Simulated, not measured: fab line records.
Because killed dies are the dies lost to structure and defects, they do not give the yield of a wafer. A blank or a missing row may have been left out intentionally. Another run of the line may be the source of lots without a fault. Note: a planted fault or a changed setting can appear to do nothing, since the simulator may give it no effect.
Struck lot and sound lot, side by side    flow nandHarc    15 steps out of a route of 1302
Sound: these wafers, L688.1, L688.2, L688.3. The struck wafers were L685.1, L685.2, L685.6. Last of all comes the cause.
Per side, at each step with rows, come the tool, then ch with its chambers, and then its first start. Under that, the readings that differ: sound wafers    struck wafers    difference of the means    sigmas: that difference in standard deviations of wafers without a fault.
alike: words and numbers the same on both sides, and readings whose means are apart by under 2 such deviations; not compared: readings that were withheld, readings missing a value for some wafer, numbers with overlapping values and no deviation given by the record, and bounds like >300 which may hide the same value.
Wherever a step has rows on one side only, a row that says differs or no value, or a row with sigmas, the two part there. Numbers that don't overlap but have no deviation are shown without sigmas and don't part them. A reading that every wafer of one side lacks parts them only if that side has two wafers or more.

first, 6 steps without rows for these wafers: NHARC_P_ZERO_WELL_COAT_31; NHARC_P_ZERO_WELL_SOFTBAKE_32 (time 95 s); NHARC_P_ZERO_WELL_EBR_33; NHARC_P_ZERO_WELL_EXPOSE_34 (exposes mask P PWELL, target cd 720 nm); NHARC_P_ZERO_WELL_PEB_35 (peb time 85 s); NHARC_P_ZERO_WELL_DEVELOP_36 (time 70 s).
NHARC_P_ZERO_WELL_CD_MEAS_37: the cd target is 720 nm.
  sound on cdSem-03 ch 0, day 7 20:07; struck on cdSem-03 ch 0, day 6 14:06
  alike: cdNm
then, 1 step without rows for these wafers: NHARC_P_ZERO_WELL_HARDBAKE_38 (time 80 s).
NHARC_P_ZERO_WELL_DESCUM_39: chemistry O2, time 3 s.
  sound on rieDiel-10 ch 0,1,2, day 7 20:17; struck on rieDiel-05 ch 0,2,3, day 6 14:17
reading               sound                 struck                difference  sigmas
throttleValvePct (%)  11.333 11.312 11.324  11.308 11.283 11.315  -0.021      -2
  alike: drypumpMotorCurrentA, oesProductAu, rfVppV, showerheadPlenumPTorr
  not compared: rfHoursCounterH
then, 3 steps without rows for these wafers: NHARC_P_ZERO_WELL_IMPLANT_40; NHARC_P_ZERO_WELL_IMPLANT_59; NHARC_P_ZERO_WELL_IMPLANT_60.
NHARC_P_ZERO_WELL_STRIP_41: strips in SPM, time 840 s.
  sound on wetBench-03 ch 0,4,5, day 7 21:00; struck on wetBench-02 ch 2,4,5, day 6 14:59
  no value came back on the struck wafers for bathGuardTempC (C), bathHeatDutyPct (%); on the sound wafers bathGuardTempC (C) reads 129.9 130.0 129.2
then, 1 step without rows for these wafers: NHARC_P_ZERO_WELL_DEHYDRATE_44 (time 120 s).
-- the record jumps here: 23 days lie between the struck wafers' starts before and after (it left off in module P_ZERO_WELL and takes up again in module END, whose first step shown is number 1302 of the route) --
NHARC_END_SORT_01:
  sound on prober-01 ch 0, day 31 19:11; struck on prober-01 ch 0, day 29 08:22
reading            sound     struck                                                             difference                    sigmas
hold               - - -     awaitDispo/3.0h/scrap awaitDispo/3.0h/scrap awaitDispo/3.0h/scrap  no value on the sound wafers  
killedAtPeriphery  3 3 5     624 616 623                                                        +617                          +99 or more
killedDies         86 74 63  677 677 677                                                        +603                          +35
  alike: killedAtArray, killedAtOther, killedOpen, killedShort

## WHERE THEY PART
Earliest at NHARC_P_ZERO_WELL_DESCUM_39; latest, in this record, at NHARC_END_SORT_01.

WHY: what the simulator had put in
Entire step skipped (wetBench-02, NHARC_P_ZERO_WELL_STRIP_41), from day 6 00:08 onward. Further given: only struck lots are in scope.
